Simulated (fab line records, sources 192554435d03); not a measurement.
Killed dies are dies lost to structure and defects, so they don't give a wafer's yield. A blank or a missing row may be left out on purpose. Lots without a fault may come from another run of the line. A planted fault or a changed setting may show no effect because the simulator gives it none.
Chamber matching | flow n5_finfet | N5_BEOL_M15_DESCUM_15 on rie_diel-02: 4 sister chambers
The step chemistry O2, time 7.9 s. 8 wafers are shown with their chamber, then 12 later ones without.

WAFERS WITH THEIR CHAMBER
wafer  | chamber | drypump_motor_current_A (A) | throttle_valve_pct (%)
L087.6 | 0       | 5.4                         | 20.16
L092.4 | 3       | 5.4                         | 20.69
L092.5 | 1       | 5.7                         | 20.34
L089.4 | 0       | 5.4                         | 20.16
L089.6 | 3       | 5.4                         | 20.74
L091.1 | 2       | 6.4                         | 20.85
L091.2 | 1       | 5.7                         | 20.34
L091.6 | 2       | 6.5                         | 20.85

WAFERS WITHOUT THEIR CHAMBER
wafer  | drypump_motor_current_A (A) | throttle_valve_pct (%)
L093.2 | 5.4                         | 20.19
L093.4 | 5.7                         | 20.36
L093.5 | 5.4                         | 20.74
L094.1 | 5.7                         | 20.33
L094.2 | 6.5                         | 20.84
L094.4 | 6.4                         | 20.85
L097.1 | 5.7                         | 20.35
L097.2 | 5.4                         | 20.73
L097.3 | 6.4                         | 20.86
L097.4 | 6.4                         | 20.86
L097.5 | 5.7                         | 20.36
L097.6 | 5.4                         | 20.75

WHICH CHAMBER EACH WENT THROUGH
wafer  | from the rows above | in truth
L093.2 | 0                   | 0
L093.4 | 1                   | 1
L093.5 | 3                   | 3
L094.1 | 1                   | 1
L094.2 | 2                   | 2
L094.4 | 2                   | 2
L097.1 | 1                   | 1
L097.2 | 3                   | 3
L097.3 | 2                   | 2
L097.4 | 2                   | 2
L097.5 | 1                   | 1
L097.6 | 3                   | 3
Placed correctly: 12 of 12. Can't be placed from these rows: 0. Placed wrongly: 0.
How it was worked out, from the rows above alone: a wafer's distance from a chamber is the root of the sum, over the readings, of the square of ((its reading less the chamber's mean) divided by the reading's scatter). The wafer belongs to the nearest chamber; if the next one is less than 2 further off, it can't be placed. A chamber's mean is the mean of its shown wafers. The scatter: the root of (the sum of the squares of (reading less its chamber's mean) over the shown wafers, divided by (wafers less chambers)).
